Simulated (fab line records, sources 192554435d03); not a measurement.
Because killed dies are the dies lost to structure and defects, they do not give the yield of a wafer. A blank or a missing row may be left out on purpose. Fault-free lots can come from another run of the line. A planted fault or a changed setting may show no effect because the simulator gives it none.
Which tool was responsible? | flow n5 finfet | 24 lots with 72 wafers sampled at 6 steps, on a route of 1938 steps

## WHAT EACH GAUGE READ, for each wafer
N5_BEOL_M3_INSPECT_59: inspects for defects (darkfield).
lot  | measured     | on                | raw defect count
L074 | day 8 04:57  | defect inspect-02 | 93 119 73
L075 | day 8 05:04  | defect inspect-01 | 40 27 79
L076 | day 8 08:43  | defect inspect-02 | 58 121 92
L077 | day 8 11:37  | defect inspect-01 | 115 93 77
L078 | day 8 20:08  | defect inspect-01 | 70 62 109
L079 | day 9 00:56  | defect inspect-02 | 53 107 99
L081 | day 9 19:37  | defect inspect-02 | 61 54 53
L080 | day 9 21:20  | defect inspect-02 | 50 82 97
L082 | day 9 22:30  | defect inspect-01 | 51 32 37
L085 | day 10 03:04 | defect inspect-02 | 91 85 76
L084 | day 10 03:12 | defect inspect-02 | 74 76 78
L083 | day 10 03:43 | defect inspect-02 | 105 95 94
L086 | day 11 00:41 | defect inspect-01 | 72 58 64
L089 | day 11 19:31 | defect inspect-02 | 101 79 91
L087 | day 11 19:59 | defect inspect-02 | 56 87 94
L090 | day 11 21:49 | defect inspect-02 | 66 52 41
L088 | day 12 02:53 | defect inspect-02 | 55 92 99
L091 | day 12 03:10 | defect inspect-02 | 96 85 144
L092 | day 12 03:31 | defect inspect-02 | 71 60 54
L093 | day 12 09:47 | defect inspect-02 | 120 65 63
L094 | day 12 12:58 | defect inspect-01 | 87 50 71
L095 | day 12 22:40 | defect inspect-02 | 101 74 134
L096 | day 13 18:13 | defect inspect-01 | 90 91 68
L097 | day 15 12:07 | defect inspect-02 | 52 76 64

## EACH LOT AND THE TOOL THAT RAN IT (in order: tool; ch and the chambers of the sampled wafers; start)
lot  | N5_BEOL_M3_DEGAS_44          | N5_BEOL_M3_SURFACE_TREAT_85  | N5_BEOL_M3_ANNEAL_95         | N5_BEOL_M3_SPUTTER_96        | N5_BEOL_M3_ANNEAL_51
L074 | pvd sputter-03, day 8 00:01  | pvd sputter-02, day 8 00:20  | pvd sputter-01, day 8 03:49  | pvd sputter-01, day 8 03:55  | rtp anneal-02 ch 0, day 8 04:13
L075 | pvd sputter-01, day 8 00:04  | pvd sputter-03, day 8 00:23  | pvd sputter-02, day 8 03:51  | pvd sputter-02, day 8 03:59  | rtp anneal-01 ch 0, day 8 04:14
L076 | pvd sputter-03, day 8 04:57  | pvd sputter-02, day 8 05:21  | pvd sputter-02, day 8 07:11  | pvd sputter-02, day 8 07:20  | rtp anneal-01 ch 0, day 8 07:32
L077 | pvd sputter-01, day 8 07:48  | pvd sputter-02, day 8 08:08  | pvd sputter-01, day 8 10:22  | pvd sputter-01, day 8 10:31  | rtp anneal-01 ch 0, day 8 10:44
L078 | pvd sputter-03, day 8 16:32  | pvd sputter-03, day 8 16:58  | pvd sputter-03, day 8 18:52  | pvd sputter-03, day 8 19:01  | rtp anneal-01 ch 0, day 8 19:15
L079 | pvd sputter-01, day 8 20:39  | pvd sputter-03, day 8 21:20  | pvd sputter-03, day 8 23:25  | pvd sputter-03, day 8 23:33  | rtp anneal-02 ch 0, day 8 23:59
L081 | pvd sputter-02, day 9 15:57  | pvd sputter-03, day 9 16:20  | pvd sputter-02, day 9 18:19  | pvd sputter-02, day 9 18:27  | rtp anneal-01 ch 0, day 9 18:44
L080 | pvd sputter-03, day 9 15:59  | pvd sputter-01, day 9 16:32  | pvd sputter-03, day 9 20:07  | pvd sputter-03, day 9 20:16  | rtp anneal-02 ch 0, day 9 20:28
L082 | pvd sputter-02, day 9 19:01  | pvd sputter-01, day 9 19:25  | pvd sputter-02, day 9 21:17  | pvd sputter-02, day 9 21:26  | rtp anneal-02 ch 0, day 9 21:40
L085 | pvd sputter-02, day 9 23:35  | pvd sputter-01, day 9 23:56  | pvd sputter-02, day 10 01:51 | pvd sputter-02, day 10 01:59 | rtp anneal-02 ch 0, day 10 02:11
L084 | pvd sputter-02, day 9 23:40  | pvd sputter-01, day 10 00:03 | pvd sputter-01, day 10 01:57 | pvd sputter-01, day 10 02:05 | rtp anneal-01 ch 0, day 10 02:17
L083 | pvd sputter-02, day 9 23:45  | pvd sputter-01, day 10 00:05 | pvd sputter-03, day 10 02:26 | pvd sputter-03, day 10 02:34 | rtp anneal-01 ch 0, day 10 02:46
L086 | pvd sputter-01, day 10 20:28 | pvd sputter-01, day 10 21:14 | pvd sputter-01, day 10 23:27 | pvd sputter-01, day 10 23:35 | rtp anneal-01 ch 0, day 10 23:52
L089 | pvd sputter-02, day 11 15:26 | pvd sputter-01, day 11 15:49 | pvd sputter-02, day 11 17:42 | pvd sputter-02, day 11 17:50 | rtp anneal-01 ch 0, day 11 18:38
L087 | pvd sputter-03, day 11 15:33 | pvd sputter-03, day 11 16:02 | pvd sputter-01, day 11 17:58 | pvd sputter-01, day 11 18:06 | rtp anneal-02 ch 0, day 11 18:59
L090 | pvd sputter-01, day 11 18:26 | pvd sputter-03, day 11 18:46 | pvd sputter-02, day 11 20:37 | pvd sputter-02, day 11 20:45 | rtp anneal-01 ch 0, day 11 20:59
L088 | pvd sputter-01, day 11 23:21 | pvd sputter-03, day 11 23:43 | pvd sputter-03, day 12 01:40 | pvd sputter-03, day 12 01:48 | rtp anneal-01 ch 0, day 12 02:00
L091 | pvd sputter-01, day 11 23:40 | pvd sputter-03, day 12 00:00 | pvd sputter-01, day 12 01:56 | pvd sputter-01, day 12 02:04 | rtp anneal-01 ch 0, day 12 02:22
L092 | pvd sputter-01, day 11 23:51 | pvd sputter-01, day 12 00:16 | pvd sputter-02, day 12 02:19 | pvd sputter-02, day 12 02:27 | rtp anneal-01 ch 0, day 12 02:41
L093 | pvd sputter-02, day 12 06:17 | pvd sputter-03, day 12 06:38 | pvd sputter-02, day 12 08:31 | pvd sputter-02, day 12 08:39 | rtp anneal-02 ch 0, day 12 08:50
L094 | pvd sputter-02, day 12 09:08 | pvd sputter-03, day 12 09:30 | pvd sputter-03, day 12 11:42 | pvd sputter-03, day 12 11:50 | rtp anneal-02 ch 0, day 12 12:02
L095 | pvd sputter-02, day 12 18:58 | pvd sputter-02, day 12 19:26 | pvd sputter-03, day 12 21:27 | pvd sputter-03, day 12 21:35 | rtp anneal-01 ch 0, day 12 21:50
L096 | pvd sputter-03, day 13 14:48 | pvd sputter-03, day 13 15:10 | pvd sputter-01, day 13 17:00 | pvd sputter-01, day 13 17:08 | rtp anneal-01 ch 0, day 13 17:20
L097 | pvd sputter-02, day 14 05:05 | pvd sputter-02, day 14 05:29 | pvd sputter-03, day 15 10:31 | pvd sputter-03, day 15 10:40 | rtp anneal-01 ch 0, day 15 11:14
- N5_BEOL_M3_DEGAS_44: time 60 s.
- N5_BEOL_M3_SURFACE_TREAT_85
- N5_BEOL_M3_ANNEAL_95: time 240 s.
- N5_BEOL_M3_SPUTTER_96: material Cu, target thk 4.5 nm, time 8.29 s.
- N5_BEOL_M3_ANNEAL_51: time 90 s.

## AS READ BY THE TOOLS THEMSELVES (means over the sampled wafers that have a number; for cases with no such wafer, the mark the record gives instead)
N5_BEOL_M3_DEGAS_44.
lot  | tool           | heater power w (W)
L074 | pvd sputter-03 | 318
L075 | pvd sputter-01 | 352
L076 | pvd sputter-03 | 317
L077 | pvd sputter-01 | 372
L078 | pvd sputter-03 | 338
L079 | pvd sputter-01 | 379
L081 | pvd sputter-02 | 347
L080 | pvd sputter-03 | 335
L082 | pvd sputter-02 | 376
L085 | pvd sputter-02 | 327
L084 | pvd sputter-02 | 331
L083 | pvd sputter-02 | 327
L086 | pvd sputter-01 | 354
L089 | pvd sputter-02 | 331
L087 | pvd sputter-03 | 313
L090 | pvd sputter-01 | 366
L088 | pvd sputter-01 | 357
L091 | pvd sputter-01 | 352
L092 | pvd sputter-01 | 352
L093 | pvd sputter-02 | 299
L094 | pvd sputter-02 | 327
L095 | pvd sputter-02 | 307
L096 | pvd sputter-03 | 336
L097 | pvd sputter-02 | 327

N5_BEOL_M3_ANNEAL_95.
lot  | tool           | heater power w (W)
L074 | pvd sputter-01 | 880
L075 | pvd sputter-02 | 871
L076 | pvd sputter-02 | 856
L077 | pvd sputter-01 | 928
L078 | pvd sputter-03 | 900
L079 | pvd sputter-03 | 789
L081 | pvd sputter-02 | 732
L080 | pvd sputter-03 | 890
L082 | pvd sputter-02 | 917
L085 | pvd sputter-02 | 875
L084 | pvd sputter-01 | 865
L083 | pvd sputter-03 | 843
L086 | pvd sputter-01 | 889
L089 | pvd sputter-02 | 867
L087 | pvd sputter-01 | 858
L090 | pvd sputter-02 | 821
L088 | pvd sputter-03 | 900
L091 | pvd sputter-01 | 855
L092 | pvd sputter-02 | 825
L093 | pvd sputter-02 | 830
L094 | pvd sputter-03 | 839
L095 | pvd sputter-03 | 790
L096 | pvd sputter-01 | 894
L097 | pvd sputter-03 | 849

N5_BEOL_M3_SPUTTER_96.
lot  | tool           | throttle valve pct (%)
L074 | pvd sputter-01 | 30.6
L075 | pvd sputter-02 | 29.0
L076 | pvd sputter-02 | 29.1
L077 | pvd sputter-01 | 30.8
L078 | pvd sputter-03 | 30.2
L079 | pvd sputter-03 | 31.2
L081 | pvd sputter-02 | 29.8
L080 | pvd sputter-03 | 30.7
L082 | pvd sputter-02 | 28.6
L085 | pvd sputter-02 | 29.0
L084 | pvd sputter-01 | 31.2
L083 | pvd sputter-03 | 30.4
L086 | pvd sputter-01 | 30.5
L089 | pvd sputter-02 | 29.1
L087 | pvd sputter-01 | 31.2
L090 | pvd sputter-02 | 29.1
L088 | pvd sputter-03 | 30.1
L091 | pvd sputter-01 | 31.2
L092 | pvd sputter-02 | 29.1
L093 | pvd sputter-02 | 29.1
L094 | pvd sputter-03 | 31.1
L095 | pvd sputter-03 | 30.5
L096 | pvd sputter-01 | 31.4
L097 | pvd sputter-03 | 30.3

N5_BEOL_M3_ANNEAL_51.
lot  | tool          | wafer_temp_C_max
L074 | rtp anneal-02 | 226.11
L075 | rtp anneal-01 | 225.85
L076 | rtp anneal-01 | 225.57
L077 | rtp anneal-01 | 225.95
L078 | rtp anneal-01 | 225.94
L079 | rtp anneal-02 | 226.33
L081 | rtp anneal-01 | 225.77
L080 | rtp anneal-02 | 225.99
L082 | rtp anneal-02 | 226.22
L085 | rtp anneal-02 | 226.25
L084 | rtp anneal-01 | 225.97
L083 | rtp anneal-01 | 225.67
L086 | rtp anneal-01 | 225.88
L089 | rtp anneal-01 | 225.91
L087 | rtp anneal-02 | 226.31
L090 | rtp anneal-01 | 225.67
L088 | rtp anneal-01 | 225.80
L091 | rtp anneal-01 | 225.88
L092 | rtp anneal-01 | 225.78
L093 | rtp anneal-02 | 226.11
L094 | rtp anneal-02 | 226.26
L095 | rtp anneal-01 | 225.81
L096 | rtp anneal-01 | 225.91
L097 | rtp anneal-01 | 225.66

## THE ANSWER, worked out from the rows above alone
Rule: what is usual is taken from the lots themselves. The widest of any qualifying gaps counts: lots, ordered by their means at a reading, are off when they make up no more than a third of the lots, leave a main group of 4 or more, and stand apart from it by 3 or more times the standard deviation of that group's means. A main group whose means are all the same, to the digits that the tables above print for the reading, isn't used. A lot without any number at a reading at which 4 lots or more have one is off too. All remaining lots with rows at the step are treated as sound. After the gauges, taken in route order, come the tools' own readings; for these a lot's mean is taken, as printed above. The first step at which some lot is off is used, and at that step the reading that is off furthest; a lot without a number counts as furthest.
Across all readings shown, no lot is off: no conclusion can be drawn from this.

## WHAT THE SIMULATOR HAD PUT IN
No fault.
